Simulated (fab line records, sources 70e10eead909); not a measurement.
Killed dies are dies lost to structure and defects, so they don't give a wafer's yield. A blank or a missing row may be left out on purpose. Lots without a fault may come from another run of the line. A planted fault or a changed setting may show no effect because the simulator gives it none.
Problem report in the 8D (eight disciplines) form, filled by code | flow nand_harc | the parts of the form that need people (team, actions taken, sign-off) are left out

1. THE PROBLEM
killed_at_array at NHARC_END_SORT_01 reads a mean of 145 on 1 wafer of 1 lot; wafers without a fault read 59 with a standard deviation of 16. That is +5.4 standard deviations from the usual mean.
First seen on wafer L780.1, day 30 09:02, on prober-02. The record holds 3 wafers of 1 lot with a number at this step. Rule for "out", or "out of limits": more than 4 standard deviations from the usual mean. The other wafers with a number count as sound.

2. WHAT IT IS AND WHAT IT IS NOT
question                    | is                           | is not
which readings at this step | killed_at_array, killed_dies | killed_at_other, killed_at_periphery, killed_open, killed_short
which lots                  | L780                         | -
which wafers of those lots  | L780.1                       | L780.3, L780.4
read on which gauges        | prober-02                    | -
when                        | from day 30 09:02            | up to then (0 sound wafers); but 2 sound wafers of L780 came after

3. SUSPECTS, AND WHAT RULES EACH OUT
Counting: a tool at a process step up to the reading stays a suspect if it ran every lot that is out. Sound lots after the first of them don't rule it out here, since some wafers of a struck lot are sound.
- the gauge at NHARC_END_SORT_01: kept. All the wafers that are out were read on prober-02, and no step on other tools shows them out.
- rie_si-04 at NHARC_A_CHANNEL_FILL_D2_ETCHBACK_19 (etches the open film in HBr/Cl2, target depth 5 nm, time 1.7 s): kept. It ran the lot that is out, L780 (day 20 23:43).
- cmp-01 at NHARC_A_BONDPAD_CMP_29 (polishes SiCN, target thk 200 nm): kept. It ran the lot that is out, L780 (day 29 01:43).
- cmp-01 at NHARC_THIN_TSV_CMP_01 (polishes): kept. It ran the lot that is out, L780 (day 29 17:25).
- Within rie_si-04 at NHARC_A_CHANNEL_FILL_D2_ETCHBACK_19: the wafers that are out ran in chamber 3; their sound lot-mates ran in chambers 0, 1.
- Within cmp-01 at NHARC_A_BONDPAD_CMP_29: the wafers that are out ran in chamber 1; their sound lot-mates ran in chambers 2, 3.
- Within cmp-01 at NHARC_THIN_TSV_CMP_01: the wafers that are out ran in chamber 1; their sound lot-mates ran in chambers 2, 3.
Left after counting: rie_si-04 at NHARC_A_CHANNEL_FILL_D2_ETCHBACK_19, cmp-01 at NHARC_A_BONDPAD_CMP_29, cmp-01 at NHARC_THIN_TSV_CMP_01, prober-02 at NHARC_END_SORT_01.

4. THE CAUSE (what the simulator had put in)
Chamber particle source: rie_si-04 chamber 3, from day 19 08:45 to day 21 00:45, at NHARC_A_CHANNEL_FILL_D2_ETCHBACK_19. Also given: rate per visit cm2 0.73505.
Counting left 4 suspects, and this tool is among them.

5. THE CHAIN OF EFFECTS, in route order
Each row: a reading whose mean over the struck wafers that have a number lies more than 3 standard deviations from the usual. Only readings for which the record gives a usual standard deviation are gone through. hours: the time from each lot's start at the first step in this table that gives one to its start at this step, as a median over the lots. sigmas: the change in usual standard deviations.
hours | step              | reading         | usual | on struck wafers | change | sigmas
0     | NHARC_END_SORT_01 | killed_at_array | 59    | 145              | +86    | +5.4
0     | NHARC_END_SORT_01 | killed_dies     | 64    | 150              | +86    | +5.4

6. WHAT WOULD HAVE CAUGHT IT SOONER
In this record the first reading out of limits at a measuring or inspecting step was taken at day 30 09:02, 264 hours after the fault began at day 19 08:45.
Of the tool readings at NHARC_A_CHANNEL_FILL_D2_ETCHBACK_19 for which the record gives a usual standard deviation, none was out on any struck wafer, so an alarm limit of 4 standard deviations on them would not have fired.
All the lots that are out (1) had begun NHARC_A_CHANNEL_FILL_D2_ETCHBACK_19 on rie_si-04 by day 30 09:02. A hold on the tool at that time would have spared none of them.
